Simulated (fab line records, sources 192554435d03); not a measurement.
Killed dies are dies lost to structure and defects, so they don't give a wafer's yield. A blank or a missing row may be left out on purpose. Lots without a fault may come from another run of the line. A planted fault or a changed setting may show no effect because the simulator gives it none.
A struck lot beside a sound one | flow n5_finfet | 14 steps out of a route of 1938
Sound: wafers L300.2, L300.4, L300.5. Struck: wafer L295.6. (L295.5 of the same lot was not struck and is left out.) The cause comes at the end.
At each step with rows: each side's tool, then ch and its chambers, then its first start. Under that, the readings that differ: sound wafers | struck wafers | difference of the means | sigmas: that difference in standard deviations of wafers without a fault.
alike: readings whose means differ by less than 2 such deviations, and words and numbers that are the same on both sides. not compared: withheld readings, readings that some wafer has no value for, bounds like >300 that may hide the same value, and numbers for which the record gives no deviation and whose values overlap.
The two part at a step that has a row with sigmas, a row that says differs or no value, or rows on one side only. Numbers that don't overlap but have no deviation are shown without sigmas and don't part them. A reading that every wafer of one side lacks parts them only if that side has two wafers or more.

first, 2 steps without rows for these wafers: N5_BEOL_M7_PRECLEAN_42 (cleans in residue remover, time 60 s); N5_BEOL_M7_SRD_43 (time 30 s).
N5_BEOL_M7_CD_MEAS_35: target cd 40 nm.
  sound on cd_sem-02, day 16 05:55; struck on cd_sem-03, day 14 04:05
  alike: cd_nm
N5_BEOL_M7_CURE_75: cures SiCOH lowk, time 120 s.
  sound on uv_cure-01 ch 2, day 16 06:14; struck on uv_cure-02 ch 0, day 14 04:31
  alike: lamp_power_pct, wafer_temp_C_max
N5_BEOL_M7_DEGAS_44: time 60 s.
  sound on pvd_sputter-03, day 16 06:37; struck on pvd_sputter-01, day 14 04:46
  alike: heater_power_w
N5_BEOL_M7_PRE_CLEAN_45: time 30 s.
  sound on pvd_sputter-03, day 16 06:39; struck on pvd_sputter-01, day 14 04:49
  alike: heater_power_w
N5_BEOL_M7_ALD_77: deposits TaN, target thk 2 nm, pulse time 2 s, purge time 3 s.
  sound on ald_metal-01 ch 0,1, day 16 06:43; struck on ald_metal-04 ch 0, day 14 05:10
  alike: heater_power_w
N5_BEOL_M7_SURFACE_TREAT_79:
  sound on pvd_sputter-01, day 16 07:08; struck on pvd_sputter-02, day 14 06:20
  not compared: throttle_valve_pct
then, 4 steps without rows for these wafers: N5_BEOL_M7_CVD_78 (deposits Co from CCTBA/H2, target thk 2 nm, time 142.3 s); N5_BEOL_M7_SPUTTER_48 (material Cu, target thk 10 nm, time 1.667 s); N5_BEOL_M7_ECD_50 (material Cu, target thk 300 nm); N5_BEOL_M7_ANNEAL_51 (time 90 s).
N5_BEOL_M7_CMP_52: polishes, stops on SiCOH lowk, t overpolish 6.9 s, target thk 80 nm.
  sound on cmp-01 ch 0,1,3, day 16 08:19; struck on cmp-04 ch 2, day 14 07:51
  reading                                | sound          | struck | difference | sigmas
  barrier_field_endpoint_s (s)           | 28.3 28.9 29.1 | 16.0   | -12.8      | -19
  time_to_endpoint_s (s)                 | 62.9 62.4 63.7 | 30.1   | -32.9      | -11
  model.Cu_of_BEOL_M7_ECD_50.thk_nm (nm) | 81 78.2 77.6   | 77.2   | -1.7       |
  alike: clearing_platen_down_force_psi, motor_current_A, overpolish_run_s, slurry_flow_ml_min
N5_PASSIVATION_PROBE_49:
  the record has rows for the sound wafers here (prober-01, day 19 16:12) and none for the struck ones

WHERE THEY PART
First at N5_BEOL_M7_CMP_52; last, within this record, at N5_PASSIVATION_PROBE_49.

WHY: what the simulator had put in
Process parameter drift: cmp-04, from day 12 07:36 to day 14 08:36, at N5_BEOL_M7_CMP_52. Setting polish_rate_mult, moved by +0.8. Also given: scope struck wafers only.
